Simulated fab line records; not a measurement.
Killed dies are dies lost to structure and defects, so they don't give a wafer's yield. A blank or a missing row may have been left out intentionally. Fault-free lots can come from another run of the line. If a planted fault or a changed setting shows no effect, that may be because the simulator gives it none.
A struck lot beside a sound one | flow nand harc | 27 steps out of a route of 1159
Sound: the wafers L432.2, L432.4, L432.6. Struck: wafers L436.2, L436.4, L436.5. The cause comes at the end.
Each step with rows lists, per side, the tool, then ch with its chambers, then its first start. Under that, the readings that differ: sound wafers | struck wafers | difference of the means | sigmas: that difference in standard deviations of wafers without a fault.
alike: readings with means less than 2 such deviations apart, plus words and numbers identical on both sides. not compared: withheld readings, readings lacking a value on some wafer, bounds such as >300 that could conceal the same value, and numbers that have no deviation in the record and whose values overlap.
The two part at a step that has a row with sigmas, a row that says differs or no value, or rows on one side only. Numbers that don't overlap but have no deviation are shown without sigmas and don't part them. A reading that every wafer of one side lacks parts them only if that side has two wafers or more.

first, 1 step without rows for these wafers: NHARC_P_M0_STRIP_19 (strips in post etch residue remover, time 600 s).
NHARC_P_M0_DEGAS_28: time 60 s.
  sound on pvd sputter-03 at day 7 14:43; struck on pvd sputter-02 at day 9 04:45
  alike: heater power w
then, 1 step without rows for these wafers: NHARC_P_M0_PRE_CLEAN_29 (time 30 s).
NHARC_P_M0_PVD_20: deposits TaN, target thk 5 nm, time 8.06 s.
  sound on pvd sputter-03; struck on pvd sputter-02
  alike: chamber pressure pa, throttle valve pct
NHARC_P_M0_PVD_21: deposits Cu, target thk 30 nm, time 20.49 s.
  sound on pvd sputter-03; struck on pvd sputter-02
  alike: chamber pressure pa, throttle valve pct
then, 2 steps without rows for these wafers: NHARC_P_M0_ECD_22 (material Cu, target thk 400 nm); NHARC_P_M0_ANNEAL_30 (time 90 s).
NHARC_P_M0_CMP_23: polishes, t overpolish 20 s, target thk 117.53 nm.
  sound on cmp-04 ch 1,2, day 7 15:50; struck on cmp-01 ch 1,2, day 9 05:50
  alike: motor current A, time to endpoint s
NHARC_P_M0_THK_MEAS_24: measures by xrf.
  sound on film metro-01 at day 7 16:07; struck on film metro-01 at day 9 06:08
  alike: thk nm
next, for these wafers, 1 step has no rows: NHARC_P_M0_SRD_25.
NHARC_P_M0_INSPECT_27:
  sound on defect inspect-02 at day 7 16:16; struck on defect inspect-02 at day 9 06:17
  alike: raw defect count
NHARC_P_M0_PRE_CLEAN_31: time 12 s.
  sound on pecvd-01 ch 0,2, day 7 16:20; struck on pecvd-03 ch 0,2, day 9 06:22
  alike: heater power w
NHARC_P_M0_DEP_32: deposits SiCN, target thk 30 nm.
  sound on pecvd-01 ch 0,2, day 7 16:25; struck on pecvd-03 ch 0,2, day 9 06:29
  alike: heater power w
then, 10 steps without rows for these wafers: NHARC_P_M1_DEP_00 (deposits SiOC, target thk 182.5 nm); NHARC_P_M1_DEHYDRATE_01 (time 120 s); NHARC_P_M1_HMDS_02 (time 30 s); NHARC_P_M1_COAT_34 (time 65 s); NHARC_P_M1_COAT_03 (resist thk 90 nm); NHARC_P_M1_SOFTBAKE_04 (time 55 s); NHARC_P_M1_EBR_05; NHARC_P_M1_EXPOSE_06 (exposes mask P M1, target cd 130 nm); NHARC_P_M1_PEB_07 (peb time 65 s); NHARC_P_M1_DEVELOP_08 (develop time 35 s).
NHARC_P_M1_CD_MEAS_09: the cd target is 130 nm.
  sound on cd sem-01 ch 0, day 7 17:32; struck on cd sem-03 ch 0, day 9 07:34
  alike: cd nm
NHARC_P_M1_OVL_MEAS_10: pitch 260 nm.
  sound on overlay-01 at day 7 17:37; struck on overlay-02 at day 9 07:40
  alike: overlay x nm, overlay y nm
NHARC_P_M1_INSPECT_11:
  sound on defect inspect-02 at day 7 17:40; struck on defect inspect-01 at day 9 07:52
  reading          | sound | struck      | difference | sigmas
  raw defect count | 5 5 1 | 448 426 437 | +433       | +99 or more
  not compared: hold
NHARC_END_SORT_01:
  the record has rows for the sound wafers here (prober-01 ch 0, day 21 01:52) and none for the struck ones

WHERE THEY PART
First at NHARC_P_M1_INSPECT_11; last, within this record, at NHARC_END_SORT_01.

WHY: the cause the simulator had injected
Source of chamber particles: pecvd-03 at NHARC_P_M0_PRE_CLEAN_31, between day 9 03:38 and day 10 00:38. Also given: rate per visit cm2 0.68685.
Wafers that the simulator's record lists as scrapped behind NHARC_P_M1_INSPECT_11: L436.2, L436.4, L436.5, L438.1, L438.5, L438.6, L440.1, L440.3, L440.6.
